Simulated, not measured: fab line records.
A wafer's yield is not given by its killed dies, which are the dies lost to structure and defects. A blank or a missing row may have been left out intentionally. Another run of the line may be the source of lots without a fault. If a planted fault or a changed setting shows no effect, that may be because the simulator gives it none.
Comparing a struck lot with a sound one	flow nand-harc	14 steps out of a route of 1302
Sound: the wafers L935.1, L935.3, L935.5. Struck: wafer L934.2 (L934.1, L934.3, from the same lot, were not struck and are left out); the cause is given at the end.
At each step with rows: each side's tool, then ch and its chambers, then its first start. Under that, the readings that differ: sound wafers	struck wafers	difference of the means	sigmas: that difference in standard deviations of wafers without a fault.
alike: a reading whose means differ by less than 2 such deviations, as well as words and numbers matching on both sides. not compared: withheld readings; readings where some wafer has no value; bounds like >300 that might hide an equal value; numbers whose values overlap and for which the record gives no deviation.
The two part at a step that has a row with sigmas, a row that says differs or no value, or rows on one side only. Numbers that have no deviation but don't overlap get no sigmas and don't part them. A reading that every wafer of one side lacks parts them only if that side has two wafers or more.

first, 7 steps without rows for these wafers: NHARC_P_BONDPAD_COAT_36 (time 65 s); NHARC_P_BONDPAD_COAT_03 (resist thk 600 nm); NHARC_P_BONDPAD_SOFTBAKE_04 (time 70 s); NHARC_P_BONDPAD_EBR_05; NHARC_P_BONDPAD_EXPOSE_06 (exposes mask P BPAD); NHARC_P_BONDPAD_PEB_07 (peb time 80 s); NHARC_P_BONDPAD_DEVELOP_08 (time 50 s).
NHARC_P_BONDPAD_CD_MEAS_09: the cd target is 500 nm.
  sound on cd-sem-03 ch 0, day 9 23:11; struck on cd-sem-03 ch 0, day 9 15:01
  alike: cd-nm
NHARC_P_BONDPAD_OVL_MEAS_38:
  sound on overlay-01, day 9 23:17; struck on overlay-01, day 9 15:06
reading	sound	struck	difference	sigmas
overlay-x-nm (nm)	-4 -5 -5	9	+14	+2
  alike: overlay-y-nm
then, 1 step without rows for these wafers: NHARC_P_BONDPAD_HARDBAKE_10 (time 65 s).
NHARC_P_BONDPAD_DESCUM_11: chemistry O2, time 3 s.
  sound on rie-diel-01 ch 0,3, day 9 23:25; struck on rie-diel-10 ch 3, day 9 15:13
  alike: chamber-pressure-mTorr, drypump-motor-current-A, oes-product-au, rf-vpp-V, showerhead-plenum-p-Torr, throttle-valve-pct
  not compared: rf-hours-counter-h
NHARC_P_BONDPAD_ETCH_37: etches the open film in N2/H2, target depth 60 nm, overetch 18 nm, time 65.91 s.
  sound on rie-diel-01 ch 0,3, day 9 23:29; struck on rie-diel-10 ch 1, day 9 15:19
reading	sound	struck	difference	sigmas
run-length-s (s)	86.6 87.7 86.5	88.0	+1.1	+3
  alike: chamber-pressure-mTorr, drypump-motor-current-A, oes-product-au, rf-vpp-V, showerhead-plenum-p-Torr, throttle-valve-pct
  not compared: rf-hours-counter-h
NHARC_P_BONDPAD_ETCH_12: etches the open film in CHF3/O2, target depth 200 nm, time 100 s.
  sound on rie-diel-01 ch 1,2, day 9 23:35; struck on rie-diel-10 ch 1, day 9 15:26
reading	sound	struck	difference	sigmas
run-length-s (s)	122.3 121.0 121.3	115.0	-6.5	-17
  alike: chamber-pressure-mTorr, drypump-motor-current-A, oes-product-au, rf-vpp-V, showerhead-plenum-p-Torr, throttle-valve-pct
  not compared: rf-hours-counter-h
NHARC_P_BONDPAD_CD_MEAS_13:
  sound on cd-sem-03, day 9 23:43; struck on cd-sem-02, day 9 15:35
  alike: cd-nm

## WHERE THEY PART
Last at NHARC_P_BONDPAD_ETCH_12 as far as this record goes, first at NHARC_P_BONDPAD_OVL_MEAS_38. Later steps at which nothing parts them and some readings are alike: NHARC_P_BONDPAD_CD_MEAS_13.

WHY: what the simulator had put in
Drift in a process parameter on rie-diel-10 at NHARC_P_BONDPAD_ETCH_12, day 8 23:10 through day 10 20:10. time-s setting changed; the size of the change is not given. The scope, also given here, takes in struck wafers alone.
